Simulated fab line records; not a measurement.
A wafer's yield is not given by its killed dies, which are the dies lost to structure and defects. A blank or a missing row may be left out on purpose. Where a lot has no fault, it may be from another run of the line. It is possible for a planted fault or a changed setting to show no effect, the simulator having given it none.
3 desks, one fault / flow n5_finfet / each desk holds nothing but its own numbers, with what lay behind them at the end

## METROLOGY DESK
What the gauges read for every lot (on any tool): the sampled wafers with a number, averaged. The brackets show how far a lot's mean lies from the usual mean; more than 4 standard deviations puts the lot out of limits, marked OUT.
Columns: A = cd_nm at N5_BEOL_M6_CD_MEAS_18, usual 40.1 nm; B = cd_nm at N5_BEOL_M6_CD_MEAS_28, usual 40.05 nm; C = V5_OVL at N5_BEOL_M6_OVL_MEAS_29, usual -0.3 nm
lot=L351; first seen here=day 11 15:19; A=40.6; B=40.11; C=-0.2
lot=L355; first seen here=day 11 23:56; A=40.2; B=40.03; C=-0.3
lot=L356; first seen here=day 12 08:27; A=39.2; B=40.01; C=-0.7
lot=L363; first seen here=day 13 12:37; A=39.7; B=39.80; C=-0.5
lot=L364; first seen here=day 14 11:28; A=40.2; B=39.99; C=-0.1
lot=L365; first seen here=day 14 15:20; A=40.2; B=39.75; C=0.1
Result from this desk: across the 6 lots, nothing is out of limits.

## TOOL OWNER'S DESK, litho_track-02
The tool's own readings at N5_BEOL_M6_COAT_22 (resist thk 30 nm): means of the sampled wafers that have a number, for each lot that ran on this tool. The brackets show how far a lot's mean lies from the usual mean; more than 4 standard deviations puts the lot out of limits, marked OUT.
Columns: A = spin_speed_rpm at N5_BEOL_M6_COAT_22, usual 1499.8 rpm
lot=L351; first seen here=day 11 16:55; A=1526.0 (+27) OUT
lot=L356; first seen here=day 12 10:15; A=1527.1 (+28) OUT
lot=L365; first seen here=day 14 17:19; A=1499.3
This desk's verdict: out of limits on L351, L356, starting with L351 at day 11 16:55 (spin_speed_rpm at N5_BEOL_M6_COAT_22). Within limits: L365.

## THE DEFECT DESK
Inspection counts along the route, by lot: the mean over sampled wafers that carry a number. The brackets show how far a lot's mean lies from the usual mean; more than 4 standard deviations puts the lot out of limits, marked OUT.
Columns: A = raw_defect_count at N5_BEOL_M6_INSPECT_13, usual 465; B = raw_defect_count at N5_BEOL_M6_INSPECT_30, usual 467
lot=L351; first seen here=day 11 14:49; A=331; B=365
lot=L355; first seen here=day 11 23:23; A=548; B=584
lot=L356; first seen here=day 12 07:34; A=520; B=551
lot=L363; first seen here=day 13 12:00; A=453; B=495
lot=L364; first seen here=day 14 10:18; A=370; B=345
lot=L365; first seen here=day 14 14:50; A=334; B=347
Result from this desk: across the 6 lots, nothing is out of limits.

## TAKEN TOGETHER
An alarm could have come from the tool owner's desk at day 11 16:55, on L351, L356.
The metrology desk saw nothing out of limits.
Nothing the defect desk looked at was out of limits.
The metrology desk has L351, L356 on record, within its limits.
The defect desk has L351, L356 on record, within its limits.
Of the lots named, all ran N5_BEOL_M6_COAT_22 on litho_track-02.

## WHAT THE SIMULATOR PUT IN
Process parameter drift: litho_track-02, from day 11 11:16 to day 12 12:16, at N5_BEOL_M6_COAT_22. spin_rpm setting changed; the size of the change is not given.
Lots struck among those shown: L351, L356.
Hours from the fault's start to each desk's first reading out of limits: the tool owner's desk, 6.
